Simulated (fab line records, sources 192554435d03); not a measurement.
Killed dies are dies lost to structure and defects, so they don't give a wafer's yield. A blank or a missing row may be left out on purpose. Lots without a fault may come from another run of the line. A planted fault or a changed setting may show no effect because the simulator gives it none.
Which tool did it? | flow n5_finfet | 24 lots, 72 wafers sampled, at 6 steps of a route of 1938

WHAT THE GAUGES READ, wafer by wafer
N5_SD_EPI_P_CD_MEAS_09: target cd 240 nm. Usual: cd_nm 240.2 nm, standard deviation 0.84.
lot  | measured    | on        | cd_nm (nm)        | flag
L074 | day 3 05:27 | cd_sem-02 | 241.4 241.5 241.1 |
L075 | day 3 11:35 | cd_sem-01 | 241.1 241.3 241.6 |
L076 | day 3 21:34 | cd_sem-03 | 240.4 240.2 239.2 |
L077 | day 3 23:08 | cd_sem-02 | 239.6 240.3 240.2 |
L078 | day 4 05:31 | cd_sem-01 | 240.9 240.3 240.4 |
L079 | day 4 12:30 | cd_sem-02 | 242.5 240.1 241.5 |
L080 | day 4 19:14 | cd_sem-03 | 241.6 241.2 242.6 |
L081 | day 5 00:41 | cd_sem-01 | 239.9 240.4 240.0 |
L082 | day 5 04:36 | cd_sem-03 | 239.8 240.3 240.4 |
L083 | day 5 11:18 | cd_sem-03 | 240.0 239.7 240.3 |
L084 | day 5 19:27 | cd_sem-01 | 240.2 240.0 240.3 |
L085 | day 6 00:23 | cd_sem-03 | 239.6 238.7 238.5 |
L086 | day 6 05:20 | cd_sem-02 | 239.3 240.0 239.6 |
L087 | day 6 12:26 | cd_sem-03 | 238.8 239.2 239.8 |
L088 | day 6 17:54 | cd_sem-01 | 240.2 239.8 240.1 |
L089 | day 7 04:13 | cd_sem-02 | 240.0 239.9 239.8 |
L090 | day 7 05:29 | cd_sem-02 | 240.5 240.4 239.8 |
L091 | day 7 15:28 | cd_sem-02 | 239.9 240.1 240.3 |
L092 | day 7 16:11 | cd_sem-03 | 241.3 240.9 241.4 |
L093 | day 7 23:29 | cd_sem-02 | 240.8 240.9 239.9 |
L094 | day 8 04:14 | cd_sem-03 | 240.5 240.5 240.0 |
L095 | day 8 12:27 | cd_sem-02 | 239.8 239.7 239.8 |
L096 | day 8 22:21 | cd_sem-01 | 240.2 239.8 239.8 |
L097 | day 9 01:16 | cd_sem-02 | 239.2 239.6 240.0 |

N5_SD_EPI_P_INSPECT_11: inspects for defects (macro). Usual: raw_defect_count 2.0, standard deviation 1.4.
lot  | measured    | on                | raw_defect_count | flag
L074 | day 3 05:30 | defect_inspect-01 | 2 3 0            |
L075 | day 3 11:38 | defect_inspect-02 | 0 0 0            |
L076 | day 3 21:37 | defect_inspect-02 | 2 1 1            |
L077 | day 3 23:11 | defect_inspect-01 | 3 1 3            |
L078 | day 4 05:34 | defect_inspect-01 | 1 3 1            |
L079 | day 4 12:34 | defect_inspect-01 | 2 1 0            |
L080 | day 4 19:18 | defect_inspect-01 | 2 5 1            |
L081 | day 5 00:44 | defect_inspect-01 | 4 2 3            |
L082 | day 5 04:40 | defect_inspect-02 | 1 2 0            |
L083 | day 5 11:21 | defect_inspect-01 | 5 2 3            |
L084 | day 5 19:31 | defect_inspect-02 | 1 1 2            |
L085 | day 6 00:26 | defect_inspect-02 | 1 2 0            |
L086 | day 6 05:24 | defect_inspect-01 | 0 2 5            |
L087 | day 6 12:29 | defect_inspect-01 | 3 2 3            |
L088 | day 6 17:57 | defect_inspect-02 | 2 2 2            |
L089 | day 7 04:16 | defect_inspect-01 | 3 0 0            |
L090 | day 7 05:32 | defect_inspect-01 | 4 0 1            |
L091 | day 7 15:31 | defect_inspect-01 | 1 2 2            |
L092 | day 7 16:15 | defect_inspect-01 | 3 3 2            |
L093 | day 7 23:32 | defect_inspect-02 | 5 1 2            |
L094 | day 8 04:17 | defect_inspect-01 | 3 1 3            |
L095 | day 8 12:30 | defect_inspect-02 | 0 1 5            |
L096 | day 8 22:24 | defect_inspect-02 | 1 3 1            |
L097 | day 9 01:19 | defect_inspect-01 | 0 4 4            |

N5_SD_ACTIVATION_RS_MEAS_03: measures by four-point-probe. Usual: RS_SD_N 21.9 ohm/sq, standard deviation 0.31; RS_SD_P 55.9 ohm/sq, standard deviation 0.94.
lot  | measured    | on            | RS_SD_N (ohm/sq) | RS_SD_P (ohm/sq) | flag
L074 | day 3 09:43 | film_metro-01 | 22.3 22.2 22.5   | 57.2 57.7 57.5   |
L075 | day 3 15:50 | film_metro-01 | 22.0 21.8 21.5   | 56.6 56.9 57.1   |
L076 | day 4 02:58 | film_metro-02 | 21.5 21.4 21.7   | 55.8 55.5 55.7   |
L077 | day 4 03:26 | film_metro-01 | 21.9 21.7 21.6   | 55.9 55.6 55.8   |
L078 | day 4 10:07 | film_metro-01 | 20.9 21.0 21.3   | 56.2 56.7 57.4   |
L079 | day 4 17:13 | film_metro-01 | 22.3 22.2 22.2   | 56.8 57.2 55.9   |
L080 | day 4 23:30 | film_metro-01 | 21.8 22.0 22.1   | 58.0 57.3 56.4   |
L081 | day 5 05:11 | film_metro-01 | 22.1 22.2 22.0   | 55.5 55.8 55.8   |
L082 | day 5 09:49 | film_metro-02 | 22.0 22.2 22.1   | 54.9 54.6 55.3   |
L083 | day 5 15:45 | film_metro-01 | 21.8 21.8 22.0   | 55.9 55.4 55.8   |
L084 | day 5 23:42 | film_metro-01 | 21.4 21.7 21.4   | 55.6 55.8 55.6   |
L085 | day 6 05:34 | film_metro-01 | 21.5 21.9 21.6   | 55.6 55.9 55.8   |
L086 | day 6 09:40 | film_metro-01 | 22.0 22.2 21.6   | 55.0 54.7 55.4   |
L087 | day 6 16:42 | film_metro-02 | 21.8 22.3 22.2   | 55.6 55.0 56.1   |
L088 | day 6 22:13 | film_metro-02 | 21.8 21.9 22.1   | 55.3 54.6 55.4   |
L089 | day 7 08:37 | film_metro-02 | 21.9 21.5 21.6   | 55.3 55.4 54.8   |
L090 | day 7 10:00 | film_metro-01 | 21.6 21.6 21.9   | 56.6 56.9 56.4   |
L091 | day 7 19:46 | film_metro-02 | 22.4 21.9 22.2   | 54.7 54.3 55.0   |
L092 | day 7 20:37 | film_metro-02 | 21.9 21.9 21.9   | 55.2 55.4 55.1   |
L093 | day 8 03:52 | film_metro-02 | 21.7 21.9 21.5   | 55.3 55.8 55.9   |
L094 | day 8 08:49 | film_metro-01 | 21.8 21.7 21.9   | 55.0 55.3 55.1   |
L095 | day 8 17:41 | film_metro-01 | 22.1 21.8 22.4   | 56.4 57.3 57.0   |
L096 | day 9 02:36 | film_metro-02 | 21.6 21.9 22.2   | 55.8 55.7 54.7   |
L097 | day 9 06:25 | film_metro-01 | 22.0 22.4 22.2   | 56.9 56.0 56.8   |

N5_ILD0_INSPECT_06: inspects for defects (darkfield). Usual: raw_defect_count 45, standard deviation 25.
lot  | measured    | on                | raw_defect_count | flag
L074 | day 3 16:32 | defect_inspect-02 | 43 48 41         |
L075 | day 3 22:25 | defect_inspect-02 | 67 70 144        |
L076 | day 4 09:29 | defect_inspect-01 | 31 36 25         |
L077 | day 4 10:27 | defect_inspect-01 | 39 27 28         |
L078 | day 4 17:43 | defect_inspect-01 | 52 32 51         |
L079 | day 4 23:52 | defect_inspect-01 | 17 29 20         |
L080 | day 5 06:44 | defect_inspect-02 | 33 31 42         |
L081 | day 5 12:09 | defect_inspect-02 | 60 58 56         |
L082 | day 5 16:23 | defect_inspect-02 | 37 24 45         |
L083 | day 5 22:43 | defect_inspect-02 | 109 66 40        |
L084 | day 6 06:17 | defect_inspect-01 | 18 32 12         |
L085 | day 6 12:20 | defect_inspect-02 | 48 42 63         |
L086 | day 6 16:28 | defect_inspect-02 | 71 75 94         |
L087 | day 6 23:14 | defect_inspect-01 | 26 21 47         |
L088 | day 7 05:01 | defect_inspect-02 | 40 17 31         |
L089 | day 7 15:12 | defect_inspect-02 | 40 59 50         |
L090 | day 7 16:43 | defect_inspect-01 | 36 17 17         |
L091 | day 8 02:20 | defect_inspect-01 | 78 30 163        |
L092 | day 8 03:15 | defect_inspect-01 | 36 55 25         |
L093 | day 8 10:28 | defect_inspect-01 | 33 35 40         |
L094 | day 8 15:51 | defect_inspect-01 | 65 30 43         |
L095 | day 9 01:16 | defect_inspect-02 | 38 28 23         |
L096 | day 9 09:49 | defect_inspect-01 | 59 26 30         |
L097 | day 9 13:19 | defect_inspect-02 | 27 30 42         |

WHICH TOOL RAN EACH LOT (tool, then ch and the chambers of the sampled wafers, then the start)
lot  | N5_SD_EPI_N_ETCH_16               | N5_ILD0_CMP_07
L074 | rie_diel-04 ch 2,3, day 3 00:47   | cmp-01 ch 1,2,3, day 3 12:59
L075 | rie_diel-01 ch 0,1,2, day 3 07:10 | cmp-02 ch 0,1,2, day 3 18:53
L076 | rie_diel-01 ch 0,2,3, day 3 17:40 | cmp-02 ch 0,1,3, day 4 06:01
L077 | rie_diel-02 ch 2,3, day 3 19:24   | cmp-02 ch 1,2, day 4 06:55
L078 | rie_diel-02 ch 0,1,2, day 4 01:46 | cmp-04 ch 0,1, day 4 13:14
L079 | rie_diel-01 ch 2,3, day 4 08:45   | cmp-02 ch 0,1, day 4 20:15
L080 | rie_diel-02 ch 0,1,2, day 4 15:23 | cmp-02 ch 1,2,3, day 5 02:56
L081 | rie_diel-01 ch 0,1, day 4 20:40   | cmp-04 ch 1,3, day 5 08:13
L082 | rie_diel-04 ch 1,3, day 5 00:14   | cmp-04 ch 0,2, day 5 12:53
L083 | rie_diel-04 ch 0,2, day 5 07:34   | cmp-01 ch 0,1,2, day 5 19:03
L084 | rie_diel-01 ch 0,1,3, day 5 15:47 | cmp-04 ch 1,2,3, day 6 02:45
L085 | rie_diel-02 ch 1,2,3, day 5 20:13 | cmp-04 ch 0,2,3, day 6 08:40
L086 | rie_diel-02 ch 0,3, day 6 00:52   | cmp-01 ch 1,2,3, day 6 12:58
L087 | rie_diel-04 ch 0,3, day 6 08:46   | cmp-04 ch 1,2,3, day 6 19:49
L088 | rie_diel-04 ch 0,1,3, day 6 14:13 | cmp-02 ch 0,1,3, day 7 01:29
L089 | rie_diel-04 ch 0,2, day 7 00:26   | cmp-02 ch 0,1, day 7 11:40
L090 | rie_diel-01 ch 1,3, day 7 01:08   | cmp-01 ch 0,1,3, day 7 13:15
L091 | rie_diel-02 ch 1,2,3, day 7 11:41 | cmp-02 ch 2,3, day 7 22:47
L092 | rie_diel-01 ch 1,2,3, day 7 12:28 | cmp-02 ch 2,3, day 7 23:42
L093 | rie_diel-01 ch 0,2, day 7 19:37   | cmp-04 ch 0,1,2, day 8 06:58
L094 | rie_diel-02 ch 1,2,3, day 8 00:28 | cmp-04 ch 0,2,3, day 8 11:53
L095 | rie_diel-04 ch 0,1, day 8 08:43   | cmp-02 ch 0,2, day 8 21:14
L096 | rie_diel-01 ch 0,1,2, day 8 18:33 | cmp-01 ch 0,1,2, day 9 06:17
L097 | rie_diel-04 ch 1,3, day 8 21:29   | cmp-02 ch 1,2,3, day 9 09:51
- N5_SD_EPI_N_ETCH_16: etches SiO2 in CHF3/O2, target depth 5 nm.
- N5_ILD0_CMP_07: polishes SiO2 flowable, stops on poly-Si, t overpolish 1.18 s, target thk 138.88 nm.

WHAT THE TOOLS THEMSELVES READ (means of the sampled wafers that have a number; where no wafer has one, the mark that the record gives instead)
N5_SD_EPI_N_ETCH_16. Usual: drypump_motor_current_A 5.5 A, standard deviation 0.45; oes_ar_750_au 0.80 a.u., standard deviation 0.092; oes_product_au 0.80 a.u., standard deviation 0.098; rf_vpp_V 525 V, standard deviation 6; showerhead_plenum_p_Torr 2.42 Torr, standard deviation 0.074; throttle_valve_pct 19.03 %, standard deviation 0.21.
lot  | tool        | drypump_motor_current_A (A) | oes_ar_750_au (a.u.) | oes_product_au (a.u.) | rf_vpp_V (V) | showerhead_plenum_p_Torr (Torr) | throttle_valve_pct (%) | flag
L074 | rie_diel-04 | 5.6                         | 0.77                 | 0.77                  | 520          | 2.47                            | 19.22                  |
L075 | rie_diel-01 | 5.9                         | 0.73                 | 0.73                  | 524          | 2.36                            | 18.96                  |
L076 | rie_diel-01 | 5.9                         | 0.75                 | 0.75                  | 528          | 2.43                            | 19.00                  |
L077 | rie_diel-02 | 5.0                         | 0.77                 | 0.76                  | 521          | 2.36                            | 19.07                  |
L078 | rie_diel-02 | 5.3                         | 0.74                 | 0.74                  | 522          | 2.37                            | 19.12                  |
L079 | rie_diel-01 | 6.0                         | 0.80                 | 0.80                  | 529          | 2.45                            | 19.05                  |
L080 | rie_diel-02 | 5.4                         | 0.74                 | 0.73                  | 522          | 2.37                            | 19.14                  |
L081 | rie_diel-01 | 6.0                         | 0.77                 | 0.76                  | 521          | 2.39                            | 19.10                  |
L082 | rie_diel-04 | 5.0                         | 0.76                 | 0.76                  | 523          | 2.41                            | 19.07                  |
L083 | rie_diel-04 | 5.6                         | 0.78                 | 0.79                  | 526          | 2.46                            | 19.28                  |
L084 | rie_diel-01 | 6.1                         | 0.78                 | 0.78                  | 525          | 2.45                            | 19.15                  |
L085 | rie_diel-02 | 5.1                         | 0.73                 | 0.72                  | 526          | 2.37                            | 19.06                  |
L086 | rie_diel-02 | 5.4                         | 0.76                 | 0.76                  | 522          | 2.41                            | 19.09                  |
L087 | rie_diel-04 | 5.4                         | 0.87                 | 0.87                  | 524          | 2.45                            | 18.98                  |
L088 | rie_diel-04 | 5.2                         | 0.82                 | 0.83                  | 526          | 2.43                            | 19.03                  |
L089 | rie_diel-04 | 5.6                         | 0.92                 | 0.94                  | 529          | 2.46                            | 19.01                  |
L090 | rie_diel-01 | 6.2                         | 0.81                 | 0.82                  | 527          | 2.46                            | 19.21                  |
L091 | rie_diel-02 | 5.1                         | 0.81                 | 0.80                  | 526          | 2.37                            | 18.94                  |
L092 | rie_diel-01 | 6.0                         | 0.84                 | 0.84                  | 528          | 2.47                            | 18.94                  |
L093 | rie_diel-01 | 5.8                         | 0.97                 | 0.97                  | 529          | 2.50                            | 18.60                  |
L094 | rie_diel-02 | 5.1                         | 0.80                 | 0.81                  | 526          | 2.36                            | 18.95                  |
L095 | rie_diel-04 | 5.0                         | 0.76                 | 0.76                  | 527          | 2.41                            | 19.11                  |
L096 | rie_diel-01 | 5.9                         | 0.88                 | 0.88                  | 527          | 2.45                            | 18.76                  |
L097 | rie_diel-04 | 4.9                         | 0.73                 | 0.73                  | 523          | 2.40                            | 19.10                  |

N5_ILD0_CMP_07. Usual: motor_current_A 12.6 A, standard deviation 1.4; platen_rpm 51.79 rpm, standard deviation 0.031; retaining_ring_pressure_frac 1.000, standard deviation 0.0048; slurry_flow_ml_min 150.1, standard deviation 0.42.
lot  | tool   | motor_current_A (A) | platen_rpm (rpm) | retaining_ring_pressure_frac | slurry_flow_ml_min | flag
L074 | cmp-01 | 13.0                | 51.78            | 1.005                        | 149.9              |
L075 | cmp-02 | 12.3                | 51.77            | 1.003                        | 149.6              |
L076 | cmp-02 | 13.0                | 51.78            | 0.998                        | 150.3              |
L077 | cmp-02 | 12.4                | 51.80            | 0.998                        | 150.2              |
L078 | cmp-04 | 12.3                | 51.84            | 1.001                        | 150.0              |
L079 | cmp-02 | 11.9                | 51.78            | 1.008                        | 150.4              |
L080 | cmp-02 | 13.0                | 51.77            | 0.999                        | 150.6              |
L081 | cmp-04 | 12.6                | 51.76            | 0.999                        | 149.9              |
L082 | cmp-04 | 13.1                | 51.80            | 1.001                        | 150.5              |
L083 | cmp-01 | 13.9                | 51.80            | 1.000                        | 150.0              |
L084 | cmp-04 | 12.8                | 51.78            | 1.001                        | 149.8              |
L085 | cmp-04 | 12.4                | 51.79            | 0.998                        | 150.0              |
L086 | cmp-01 | 13.2                | 51.78            | 0.995                        | 149.9              |
L087 | cmp-04 | 12.5                | 51.82            | 0.995                        | 149.8              |
L088 | cmp-02 | 12.6                | 51.79            | 1.002                        | 149.9              |
L089 | cmp-02 | 12.9                | 51.79            | 1.001                        | 150.1              |
L090 | cmp-01 | 12.4                | 51.79            | 0.994                        | 150.2              |
L091 | cmp-02 | 12.4                | 51.82            | 1.006                        | 149.6              |
L092 | cmp-02 | 12.7                | 51.83            | 1.004                        | 150.1              |
L093 | cmp-04 | 13.0                | 51.82            | 0.997                        | 150.2              |
L094 | cmp-04 | 12.3                | 51.77            | 1.004                        | 150.5              |
L095 | cmp-02 | 11.0                | 51.79            | 0.999                        | 149.9              |
L096 | cmp-01 | 14.0                | 51.78            | 0.998                        | 150.3              |
L097 | cmp-02 | 12.8                | 51.81            | 1.001                        | 150.3              |

THE ANSWER, worked out from the rows above alone
Rule: a lot is off if the mean of its wafers that have a number lies more than 3 standard deviations from the usual mean. A lot without any number at a reading at which 4 lots or more have one is off too. The other lots that the step has rows for count as sound. The gauges are gone through in route order, then the tools' own readings, and for those a lot's mean is taken as printed above. The first step at which some lot is off is used, and at that step the reading that is off furthest; a lot without a number counts as furthest.
No lot is off at any reading shown: from this, nothing can be told.

WHAT THE SIMULATOR HAD PUT IN
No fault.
